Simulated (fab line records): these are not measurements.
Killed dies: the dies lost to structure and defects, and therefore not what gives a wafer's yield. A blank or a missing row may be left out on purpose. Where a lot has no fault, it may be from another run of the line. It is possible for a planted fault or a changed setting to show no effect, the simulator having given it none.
A lot that was struck, set against a sound lot ; flow nand-harc ; 13 steps out of a route of 1159
Sound: these wafers, L802.4, L802.5, L802.6. Struck: wafers L803.2, L803.6 (left out: L803.3, a lot-mate that was not struck); the cause follows at the end.
Per side, at each step with rows, come the tool, then ch with its chambers, and then its first start. Under that, the readings that differ: sound wafers ; struck wafers ; difference of the means ; sigmas: that difference in standard deviations of wafers without a fault.
alike: readings with means less than 2 such deviations apart, plus words and numbers identical on both sides. not compared: withheld readings, readings lacking a value on some wafer, bounds such as >300 that could conceal the same value, and numbers that have no deviation in the record and whose values overlap.
Wherever a step has rows on one side only, a row that says differs or no value, or a row with sigmas, the two part there. Numbers that don't overlap but have no deviation are shown without sigmas and don't part them. A reading that every wafer of one side lacks parts them only if that side has two wafers or more.

first, 2 steps without rows for these wafers: NHARC_A_STAIRCASE_TRIM_189 (chemistry O2, time 211.2 s); NHARC_A_STAIRCASE_ETCH_190 (etches the open film in C4F8/O2, target depth 100 nm, time 40.5 s).
NHARC_A_STAIRCASE_TRIM_191: chemistry O2, time 211.2 s.
  sound: rie-diel-02 ch 0,2,3; struck: rie-diel-02 ch 1,3
  alike: drypump-motor-current-A, oes-product-au, rf-vpp-V, showerhead-plenum-p-Torr, throttle-valve-pct
  not compared: rf-hours-counter-h
then, 3 steps without rows for these wafers: NHARC_A_STAIRCASE_ETCH_192 (etches the open film in C4F8/O2, target depth 100 nm, time 40.5 s); NHARC_A_STAIRCASE_TRIM_193 (chemistry O2, time 211.2 s); NHARC_A_STAIRCASE_ETCH_194 (etches the open film in C4F8/O2, target depth 100 nm, time 40.5 s).
NHARC_A_STAIRCASE_TRIM_196: chemistry O2, time 211.2 s.
  sound on rie-diel-03 ch 0,3, day 14 05:18; struck on rie-diel-02 ch 3, day 14 11:35
reading;sound;struck;difference;sigmas
oes-product-au (a.u.);1.021 1.008 1.020;0.996 0.992;-0.022;-2
  alike: drypump-motor-current-A, rf-vpp-V, showerhead-plenum-p-Torr, throttle-valve-pct
  not compared: rf-hours-counter-h
NHARC_A_STAIRCASE_ETCH_197: etches the open film in C4F8/O2, target depth 100 nm, time 40.5 s.
  sound: rie-diel-03 ch 0,1,2; struck: rie-diel-02 ch 1,3
reading;sound;struck;difference;sigmas
oes-product-au (a.u.);0.979 0.968 0.981;0.930 0.932;-0.045;-2
  alike: rf-fwd-power-W, rf-vpp-V
  not compared: rf-hours-counter-h
then, 1 step without rows for these wafers: NHARC_A_STAIRCASE_TRIM_198 (chemistry O2, time 211.2 s).
NHARC_A_STAIRCASE_ETCH_199: etches the open film in C4F8/O2, target depth 100 nm, time 40.5 s.
  sound: rie-diel-03 ch 0,1,3; struck: rie-diel-02 ch 0,1
  alike: oes-product-au, rf-fwd-power-W, rf-vpp-V
  not compared: rf-hours-counter-h
then, 1 step without rows for these wafers: NHARC_A_STAIRCASE_TRIM_200 (chemistry O2, time 211.2 s).
NHARC_A_STAIRCASE_ETCH_201: etches the open film in C4F8/O2, target depth 100 nm, time 40.5 s.
  sound on rie-diel-03 ch 0,2,3, day 14 05:57; struck on rie-diel-02 ch 1,3, day 14 12:20
reading;sound;struck;difference;sigmas
oes-product-au (a.u.);0.960 0.951 0.956;1.101 1.051;+0.120;+10
  alike: rf-fwd-power-W, rf-vpp-V
  not compared: rf-hours-counter-h
NHARC_A_STAIRCASE_TRIM_202: chemistry O2, time 211.2 s.
  sound: rie-diel-03 ch 0,2,3; struck: rie-diel-02 ch 1,2
reading;sound;struck;difference;sigmas
oes-product-au (a.u.);1.012 1.001 1.005;0.987 0.981;-0.022;-2
  alike: drypump-motor-current-A, rf-vpp-V, showerhead-plenum-p-Torr, throttle-valve-pct
  not compared: rf-hours-counter-h

== WHERE THEY PART ==
Last at NHARC_A_STAIRCASE_TRIM_202 as far as this record goes, first at NHARC_A_STAIRCASE_TRIM_196.

WHY: what had been put in by the simulator
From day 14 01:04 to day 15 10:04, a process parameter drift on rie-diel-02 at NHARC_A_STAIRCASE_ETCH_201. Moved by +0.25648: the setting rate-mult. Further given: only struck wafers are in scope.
